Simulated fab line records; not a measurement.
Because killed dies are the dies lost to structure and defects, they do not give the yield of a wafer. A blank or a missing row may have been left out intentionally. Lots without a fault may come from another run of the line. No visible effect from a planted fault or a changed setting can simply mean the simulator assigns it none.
Matching of chambers ; flow nand harc ; NHARC_A_STAIRCASE_DEP_322 on pecvd-02 has 3 sister chambers
The step deposits SiO2, target thk 7200 nm. 3 wafers are shown with their chamber, then 8 later ones without.

== WAFERS PAIRED WITH THEIR CHAMBERS ==
wafer;chamber;heater power w (W)
L086.4;1;591
L088.6;2;603
L089.1;0;725

== WAFERS WHOSE CHAMBER IS MISSING ==
wafer;heater power w (W)
L089.2;673
L089.6;627
L091.3;704
L091.4;610
L091.6;620
L095.2;718
L095.5;613
L095.6;594

== EACH ONE'S CHAMBER ==
wafer;from the rows above;in truth
L089.2;can't be placed: 0 or 2 or 1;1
L089.6;can't be placed: 2 or 1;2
L091.3;0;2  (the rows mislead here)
L091.4;can't be placed: 2 or 1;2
L091.6;can't be placed: 2 or 1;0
L095.2;0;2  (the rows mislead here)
L095.5;can't be placed: 2 or 1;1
L095.6;can't be placed: 1 or 2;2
Correctly placed: 0 of 8. Unplaceable from these rows: 6, with the true chamber sitting among the candidates in 5. Wrongly placed: 2.
How it was worked out, from the rows above alone: a wafer's distance from a chamber is the root of the sum, over the readings, of the square of ((its reading less the chamber's mean) divided by the reading's scatter). The wafer belongs to the nearest chamber; if the next one is less than 2 further off, it can't be placed. Each chamber's mean is taken over the wafers shown for it. The scatter (one wafer shown for each chamber): square how far every hidden wafer sits from the nearest shown wafer, average those squares and take the square root.
